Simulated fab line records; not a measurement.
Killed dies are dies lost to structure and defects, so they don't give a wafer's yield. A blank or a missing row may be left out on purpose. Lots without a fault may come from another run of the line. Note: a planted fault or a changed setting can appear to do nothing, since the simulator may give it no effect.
Which of the tools did it? -- flow nand harc -- 72 wafers from 24 lots sampled at 6 of the route's 1159 steps

== WHAT EACH GAUGE READ, for each wafer ==
NHARC_A_ZERO_WELL_INSPECT_17. Usual: raw defect count reads 12 (standard deviation 6.3).
lot,measured,on,raw defect count,flag
L075,day 6 17:46,defect inspect-01,8 14 8,
L074,day 6 18:32,defect inspect-02,9 17 8,
L077,day 7 07:33,defect inspect-02,4 11 9,
L078,day 7 12:04,defect inspect-02,19 7 8,
L076,day 7 15:55,defect inspect-01,19 16 1,
L080,day 7 18:57,defect inspect-01,19 15 12,
L079,day 7 19:46,defect inspect-02,10 6 6,
L081,day 8 12:12,defect inspect-02,8 7 8,
L082,day 8 13:11,defect inspect-02,9 9 6,
L083,day 8 13:52,defect inspect-02,28 11 13,
L085,day 9 03:41,defect inspect-02,13 46 13,
L084,day 9 04:14,defect inspect-01,10 12 17,
L087,day 9 21:43,defect inspect-02,4 12 12,
L086,day 9 22:11,defect inspect-02,3 12 11,
L088,day 10 16:28,defect inspect-02,11 15 8,
L089,day 10 16:55,defect inspect-02,8 10 18,
L090,day 10 17:38,defect inspect-02,12 10 7,
L091,day 10 23:45,defect inspect-02,5 4 12,
L093,day 11 00:16,defect inspect-02,6 18 13,
L092,day 11 00:47,defect inspect-02,5 11 6,
L094,day 11 15:17,defect inspect-02,9 16 8,
L095,day 11 18:07,defect inspect-01,9 16 10,
L096,day 12 02:13,defect inspect-01,5 8 6,
L097,day 12 10:22,defect inspect-02,14 10 14,

== TOOL THAT RAN EACH LOT (tool first, then ch and the chambers of the sampled wafers, then the start) ==
lot,NHARC_P_M1_ETCH_28,NHARC_P_M1_DEP_33,NHARC_P_M2_DEP_33,NHARC_P_BONDPAD_ETCH_24,NHARC_P_BONDPAD_ANNEAL_28
L075,"rie diel-13 ch 1,3, day 6 06:25 or earlier","pecvd-03 ch 1,2, day 6 06:25","pecvd-03 ch 0,1, day 6 10:46","rie diel-02 ch 0,1, day 6 14:12 or earlier","rtp anneal-01 ch 0, day 6 14:12"
L074,"rie diel-13 ch 1,2,3, day 6 07:05 or earlier","pecvd-04 ch 1,2, day 6 07:05","pecvd-03 ch 1,2, day 6 11:17","rie diel-02 ch 0,1,3, day 6 14:50 or earlier","rtp anneal-01 ch 0, day 6 14:50"
L077,"rie diel-01 ch 0,1,2, day 6 19:56 or earlier","pecvd-04 ch 0,1,2, day 6 19:56","pecvd-02 ch 0,1,2, day 6 23:58","rie diel-07 ch 0,1,2, day 7 03:36 or earlier","rtp anneal-01 ch 0, day 7 03:36"
L078,"rie diel-08 ch 1,3, day 7 00:37 or earlier","pecvd-03 ch 1,2, day 7 00:37","pecvd-04 ch 0,1, day 7 04:59","rie diel-07 ch 1,2,3, day 7 08:32 or earlier","rtp anneal-01 ch 0, day 7 08:32"
L076,"rie diel-08 ch 0,3, day 7 04:12 or earlier","pecvd-04 ch 1,2, day 7 04:12","pecvd-04 ch 0,1,2, day 7 08:30","rie diel-09 ch 0,3, day 7 12:00 or earlier","rtp anneal-02 ch 0, day 7 12:00"
L080,"rie diel-08 ch 0,1,3, day 7 07:16 or earlier","pecvd-03 ch 0,1, day 7 07:16","pecvd-03 ch 1,2, day 7 11:43","rie diel-09 ch 0,1, day 7 15:07 or earlier","rtp anneal-02 ch 0, day 7 15:07"
L079,"rie diel-08 ch 0,1,2, day 7 08:01 or earlier","pecvd-04 ch 0,2, day 7 08:01","pecvd-04 ch 1,2, day 7 12:15","rie diel-07 ch 0,1,3, day 7 15:59 or earlier","rtp anneal-02 ch 0, day 7 15:59"
L081,"rie diel-01 ch 1,2,3, day 8 00:40 or earlier","pecvd-03 ch 0,1,2, day 8 00:40","pecvd-03 ch 0,2, day 8 05:16","rie diel-02 ch 1,2,3, day 8 08:40 or earlier","rtp anneal-01 ch 0, day 8 08:40"
L082,"rie diel-01 ch 0,1,2, day 8 01:59 or earlier","pecvd-02 ch 0,1,2, day 8 01:59","pecvd-02 ch 0,2, day 8 06:13","rie diel-02 ch 0,1,3, day 8 09:32 or earlier","rtp anneal-01 ch 0, day 8 09:32"
L083,"rie diel-08 ch 0,2,3, day 8 02:38 or earlier","pecvd-02 ch 1,2, day 8 02:38","pecvd-04 ch 0,1,2, day 8 06:48","rie diel-02 ch 0,2, day 8 10:21 or earlier","rtp anneal-01 ch 0, day 8 10:21"
L085,"rie diel-01 ch 0,2, day 8 16:20 or earlier","pecvd-04 ch 0,1,2, day 8 16:20","pecvd-03 ch 0,1,2, day 8 20:32","rie diel-07 ch 1,3, day 9 00:04 or earlier","rtp anneal-01 ch 0, day 9 00:04"
L084,"rie diel-01 ch 0,1,3, day 8 16:52 or earlier","pecvd-02 ch 0,1,2, day 8 16:52","pecvd-04 ch 0,1,2, day 8 21:04","rie diel-02 ch 0,2,3, day 9 00:34 or earlier","rtp anneal-01 ch 0, day 9 00:34"
L087,"rie diel-01 ch 0,3, day 9 09:48 or earlier","pecvd-02 ch 1,2, day 9 09:48","pecvd-03 ch 0,1, day 9 14:07","rie diel-02 ch 0,2,3, day 9 18:05 or earlier","rtp anneal-01 ch 0, day 9 18:05"
L086,"rie diel-13 ch 0,1, day 9 10:56 or earlier","pecvd-02 ch 0,1, day 9 10:56","pecvd-03 ch 0,1, day 9 15:09","rie diel-02 ch 0,1,2, day 9 18:35 or earlier","rtp anneal-01 ch 0, day 9 18:35"
L088,"rie diel-01 ch 0,3, day 10 04:36 or earlier","pecvd-03 ch 1,2, day 10 04:36","pecvd-04 ch 1,2, day 10 09:13","rie diel-02 ch 0,1,2, day 10 12:47 or earlier","rtp anneal-01 ch 0, day 10 12:47"
L089,"rie diel-08 ch 0,1,3, day 10 05:28 or earlier","pecvd-02 ch 0,1, day 10 05:28","pecvd-03 ch 1,2, day 10 09:46","rie diel-02 ch 0,1,3, day 10 13:22 or earlier","rtp anneal-01 ch 0, day 10 13:22"
L090,"rie diel-13 ch 1,3, day 10 06:02 or earlier","pecvd-03 ch 0,2, day 10 06:02","pecvd-04 ch 1,2, day 10 10:14","rie diel-02 ch 1,2, day 10 13:55 or earlier","rtp anneal-02 ch 0, day 10 13:55"
L091,"rie diel-13 ch 0,2,3, day 10 12:24 or earlier","pecvd-03 ch 0,2, day 10 12:24","pecvd-02 ch 1,2, day 10 16:38","rie diel-02 ch 0,1,2, day 10 20:13 or earlier","rtp anneal-02 ch 0, day 10 20:13"
L093,"rie diel-08 ch 2,3, day 10 12:46 or earlier","pecvd-02 ch 0,1,2, day 10 12:46","pecvd-04 ch 0,1, day 10 16:57","rie diel-02 ch 2,3, day 10 20:41 or earlier","rtp anneal-02 ch 0, day 10 20:41"
L092,"rie diel-13 ch 0,2,3, day 10 13:10 or earlier","pecvd-04 ch 1,2, day 10 13:10","pecvd-03 ch 1,2, day 10 17:21","rie diel-02 ch 0,1,2, day 10 21:08 or earlier","rtp anneal-01 ch 0, day 10 21:08"
L094,"rie diel-08 ch 1,2,3, day 11 03:50 or earlier","pecvd-02 ch 0,1,2, day 11 03:50","pecvd-02 ch 1,2, day 11 08:02","rie diel-02 ch 0,1,3, day 11 11:38 or earlier","rtp anneal-02 ch 0, day 11 11:38"
L095,"rie diel-08 ch 0,1,2, day 11 06:21 or earlier","pecvd-02 ch 1,2, day 11 06:21","pecvd-02 ch 0,2, day 11 10:55","rie diel-02 ch 0,1,2, day 11 14:33 or earlier","rtp anneal-01 ch 0, day 11 14:33"
L096,"rie diel-08 ch 0,1, day 11 14:20 or earlier","pecvd-02 ch 0,1, day 11 14:20","pecvd-03 ch 0,1, day 11 18:43","rie diel-02 ch 2,3, day 11 21:24","rtp anneal-01 ch 0, day 11 22:38"
L097,"rie diel-08 ch 0,1,3, day 11 22:41 or earlier","pecvd-03 ch 0,2, day 11 22:41","pecvd-02 ch 0,1,2, day 12 03:10","rie diel-02 ch 0,1, day 12 06:43 or earlier","rtp anneal-02 ch 0, day 12 06:43"
- NHARC_P_M1_ETCH_28: etches the open film in CF4/N2, target depth 30 nm, time 72.99 s.
- NHARC_P_M1_DEP_33: deposits SiCN, target thk 30 nm.
- NHARC_P_M2_DEP_33: deposits SiCN, target thk 30 nm.
- NHARC_P_BONDPAD_ETCH_24: etches the open film in CF4/N2, target depth 30 nm, time 72.99 s.
- NHARC_P_BONDPAD_ANNEAL_28: time 90 s.

== WHAT THE TOOLS THEMSELVES READ (means of the sampled wafers that have a number; where no wafer has one, the mark that the record gives instead) ==
NHARC_P_M1_ETCH_28. Usual: drypump motor current A 5.7 A, standard deviation 0.49; oes product au 0.998 a.u., standard deviation 0.013; rf fwd power W 297.8 W, standard deviation 1.5; rf vpp V 314.0 V, standard deviation 1.8; showerhead plenum p Torr 2.62 Torr, standard deviation 0.1; throttle valve pct 19.794 %, standard deviation 0.0086.
lot,tool,drypump motor current A (A),oes product au (a.u.),rf fwd power W (W),rf vpp V (V),showerhead plenum p Torr (Torr),throttle valve pct (%),flag
L075,rie diel-13,5.2,0.985,298.5,313.1,2.59,19.798,
L074,rie diel-13,5.2,0.990,297.2,315.1,2.67,19.792,
L077,rie diel-01,5.8,0.997,298.1,314.6,2.61,19.792,
L078,rie diel-08,6.1,1.012,296.8,313.6,2.61,19.800,
L076,rie diel-08,6.0,0.997,298.9,316.1,2.72,19.796,
L080,rie diel-08,5.8,1.006,296.9,313.9,2.64,19.789,
L079,rie diel-08,5.8,1.005,297.9,313.1,2.58,19.795,
L081,rie diel-01,5.9,0.990,297.8,313.1,2.57,19.798,
L082,rie diel-01,5.8,1.001,299.4,314.0,2.61,19.792,
L083,rie diel-08,6.1,0.995,298.5,314.7,2.63,19.796,
L085,rie diel-01,6.1,1.002,297.2,314.3,2.65,19.798,
L084,rie diel-01,5.4,1.001,297.8,313.6,2.59,19.799,
L087,rie diel-01,5.5,1.004,299.0,314.1,2.60,19.792,
L086,rie diel-13,5.7,0.983,299.4,314.4,2.66,19.793,
L088,rie diel-01,5.3,1.011,297.7,313.9,2.64,19.794,
L089,rie diel-08,5.8,0.999,297.2,313.8,2.64,19.797,
L090,rie diel-13,5.1,0.997,297.4,314.4,2.61,19.800,
L091,rie diel-13,5.4,0.990,297.0,315.3,2.72,19.794,
L093,rie diel-08,6.3,0.997,298.9,313.8,2.60,19.783,
L092,rie diel-13,5.4,0.997,297.4,315.4,2.72,19.777,
L094,rie diel-08,6.0,0.992,297.2,312.5,2.55,19.790,
L095,rie diel-08,5.8,1.005,297.7,313.8,2.58,19.792,
L096,rie diel-08,5.7,1.004,297.3,314.5,2.67,19.796,
L097,rie diel-08,5.9,0.996,297.8,315.0,2.64,19.791,

NHARC_P_M1_DEP_33. Usual: heater power w 569 W, standard deviation 79; rf fwd power W 449.0 W, standard deviation 1.4.
lot,tool,heater power w (W),rf fwd power W (W),flag
L075,pecvd-03,650,449.5,
L074,pecvd-04,564,447.6,
L077,pecvd-04,569,449.2,
L078,pecvd-03,698,449.3,
L076,pecvd-04,569,449.7,
L080,pecvd-03,654,448.0,
L079,pecvd-04,555,449.5,
L081,pecvd-03,642,448.3,
L082,pecvd-02,537,450.3,
L083,pecvd-02,483,449.2,
L085,pecvd-04,522,449.9,
L084,pecvd-02,502,446.9,
L087,pecvd-02,489,448.3,
L086,pecvd-02,518,449.8,
L088,pecvd-03,742,450.1,
L089,pecvd-02,512,448.4,
L090,pecvd-03,714,448.9,
L091,pecvd-03,630,449.3,
L093,pecvd-02,525,447.5,
L092,pecvd-04,499,449.4,
L094,pecvd-02,509,448.9,
L095,pecvd-02,487,449.4,
L096,pecvd-02,549,450.4,
L097,pecvd-03,627,449.6,

NHARC_P_M2_DEP_33. Usual: heater power w 592 W, standard deviation 84; rf fwd power W 449.1 W, standard deviation 1.3.
lot,tool,heater power w (W),rf fwd power W (W),flag
L075,pecvd-03,599,448.7,
L074,pecvd-03,701,449.1,
L077,pecvd-02,537,449.0,
L078,pecvd-04,511,449.6,
L076,pecvd-04,513,448.7,
L080,pecvd-03,694,450.3,
L079,pecvd-04,582,449.1,
L081,pecvd-03,644,449.1,
L082,pecvd-02,504,449.7,
L083,pecvd-04,510,448.4,
L085,pecvd-03,632,447.5,
L084,pecvd-04,547,448.3,
L087,pecvd-03,676,450.1,
L086,pecvd-03,685,447.8,
L088,pecvd-04,557,448.4,
L089,pecvd-03,683,448.4,
L090,pecvd-04,555,450.9,
L091,pecvd-02,522,448.4,
L093,pecvd-04,556,449.3,
L092,pecvd-03,752,450.8,
L094,pecvd-02,548,449.2,
L095,pecvd-02,550,449.3,
L096,pecvd-03,669,450.3,
L097,pecvd-02,516,449.4,

NHARC_P_BONDPAD_ETCH_24. Usual: drypump motor current A 5.83 A, standard deviation 0.27; oes product au 0.999 a.u., standard deviation 0.008; rf fwd power W 297.2 W, standard deviation 1.2; rf vpp V 314.5 V, standard deviation 1.8; showerhead plenum p Torr 2.65 Torr, standard deviation 0.11; throttle valve pct 19.795 %, standard deviation 0.0094.
lot,tool,drypump motor current A (A),oes product au (a.u.),rf fwd power W (W),rf vpp V (V),showerhead plenum p Torr (Torr),throttle valve pct (%),flag
L075,rie diel-02,5.79,1.000,296.8,314.2,2.65,19.794,
L074,rie diel-02,5.76,1.000,297.2,314.6,2.65,19.801,
L077,rie diel-07,6.00,1.004,295.9,314.1,2.60,19.793,
L078,rie diel-07,5.95,1.004,295.8,314.4,2.65,19.798,
L076,rie diel-09,5.86,0.994,298.3,314.6,2.67,19.793,
L080,rie diel-09,5.14,1.000,296.6,314.1,2.65,19.796,
L079,rie diel-07,6.22,1.001,297.0,312.6,2.58,19.790,
L081,rie diel-02,5.81,0.999,298.0,315.8,2.71,19.805,
L082,rie diel-02,5.74,1.000,298.2,314.5,2.65,19.802,
L083,rie diel-02,5.72,0.997,296.9,312.9,2.53,19.811,
L085,rie diel-07,6.17,0.998,296.0,314.9,2.62,19.793,
L084,rie diel-02,5.75,0.990,297.1,313.9,2.62,19.798,
L087,rie diel-02,5.72,1.004,298.4,314.2,2.62,19.803,
L086,rie diel-02,5.78,0.999,297.8,314.1,2.62,19.792,
L088,rie diel-02,5.80,0.994,296.8,314.8,2.61,19.790,
L089,rie diel-02,5.76,1.006,297.2,314.4,2.64,19.795,
L090,rie diel-02,5.84,0.998,296.2,314.6,2.70,19.793,
L091,rie diel-02,5.78,0.998,296.7,314.5,2.61,19.797,
L093,rie diel-02,5.75,1.000,298.4,315.0,2.71,19.798,
L092,rie diel-02,5.79,0.997,296.9,314.3,2.61,19.794,
L094,rie diel-02,5.73,0.999,297.7,313.8,2.64,19.797,
L095,rie diel-02,5.78,1.006,296.8,314.0,2.61,19.795,
L096,rie diel-02,5.76,0.998,298.0,314.9,2.67,19.796,
L097,rie diel-02,5.76,1.000,296.1,314.5,2.64,19.807,

NHARC_P_BONDPAD_ANNEAL_28. Usual: wafer_temp_C_max reads 226.1 (standard deviation 0.38).
lot,tool,wafer_temp_C_max,flag
L075,rtp anneal-01,225.7,
L074,rtp anneal-01,225.9,
L077,rtp anneal-01,225.7,
L078,rtp anneal-01,225.9,
L076,rtp anneal-02,226.7,
L080,rtp anneal-02,226.5,
L079,rtp anneal-02,226.3,
L081,rtp anneal-01,225.9,
L082,rtp anneal-01,226.0,
L083,rtp anneal-01,225.9,
L085,rtp anneal-01,226.1,
L084,rtp anneal-01,226.1,
L087,rtp anneal-01,225.6,
L086,rtp anneal-01,226.0,
L088,rtp anneal-01,225.6,
L089,rtp anneal-01,225.8,
L090,rtp anneal-02,226.5,
L091,rtp anneal-02,226.5,
L093,rtp anneal-02,226.4,
L092,rtp anneal-01,225.9,
L094,rtp anneal-02,226.2,
L095,rtp anneal-01,225.7,
L096,rtp anneal-01,226.0,
L097,rtp anneal-02,226.4,

== THE ANSWER, worked out from the rows above alone ==
Rule: a lot counts as off when the mean over its wafers that have a number is more than 3 standard deviations away from the usual mean. Also off: a lot with no number at a reading for which 4 or more lots have one. Any other lot the step has rows for is counted as sound. The gauges are gone through in route order, then the tools' own readings, and for those a lot's mean is taken as printed above. At the first step where some lot is off, the reading lying furthest off is the one used; lots without a number count as furthest.
No lot is off at any reading shown: from this, nothing can be told.

== WHAT HAD BEEN PUT IN BY THE SIMULATOR ==
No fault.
